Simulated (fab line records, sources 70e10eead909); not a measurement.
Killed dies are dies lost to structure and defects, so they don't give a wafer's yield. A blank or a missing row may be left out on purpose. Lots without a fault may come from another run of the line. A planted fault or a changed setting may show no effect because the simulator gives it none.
Chamber matching | flow nand_harc | NHARC_A_CONTACT_ETCH_91 on rie_diel-08: 4 sister chambers
The step etches the open film in CH3F/O2, target depth 40 nm, time 85.7 s. 4 wafers are shown with their chamber, then 12 later ones without.

WAFERS WITH THEIR CHAMBER
wafer  | chamber | showerhead_plenum_p_Torr (Torr)
L087.6 | 0       | 2.52
L089.4 | 2       | 2.57
L088.4 | 3       | 2.56
L088.5 | 1       | 2.36

WAFERS WITHOUT THEIR CHAMBER
wafer  | showerhead_plenum_p_Torr (Torr)
L091.3 | 2.52
L091.4 | 2.52
L091.6 | 2.56
L094.2 | 2.55
L094.4 | 2.56
L094.6 | 2.56
L095.2 | 2.35
L095.4 | 2.55
L095.6 | 2.52
L097.2 | 2.35
L097.4 | 2.52
L097.6 | 2.35

WHICH CHAMBER EACH WENT THROUGH
wafer  | from the rows above     | in truth
L091.3 | 0                       | 0
L091.4 | 0                       | 0
L091.6 | can't be placed: 3 or 2 | 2
L094.2 | can't be placed: 3 or 2 | 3
L094.4 | can't be placed: 3 or 2 | 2
L094.6 | can't be placed: 3 or 2 | 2
L095.2 | 1                       | 1
L095.4 | can't be placed: 3 or 2 | 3
L095.6 | 0                       | 0
L097.2 | 1                       | 1
L097.4 | 0                       | 0
L097.6 | 1                       | 1
Placed correctly: 7 of 12. Can't be placed from these rows: 5 (the true chamber is among the candidates in 5). Placed wrongly: 0.
How it was worked out, from the rows above alone: a wafer's distance from a chamber is the root of the sum, over the readings, of the square of ((its reading less the chamber's mean) divided by the reading's scatter). The wafer belongs to the nearest chamber; if the next one is less than 2 further off, it can't be placed. A chamber's mean is the mean of its shown wafers. The scatter: with one shown wafer a chamber, the root of the mean of the squares of how far each hidden wafer lies from its nearest shown one.
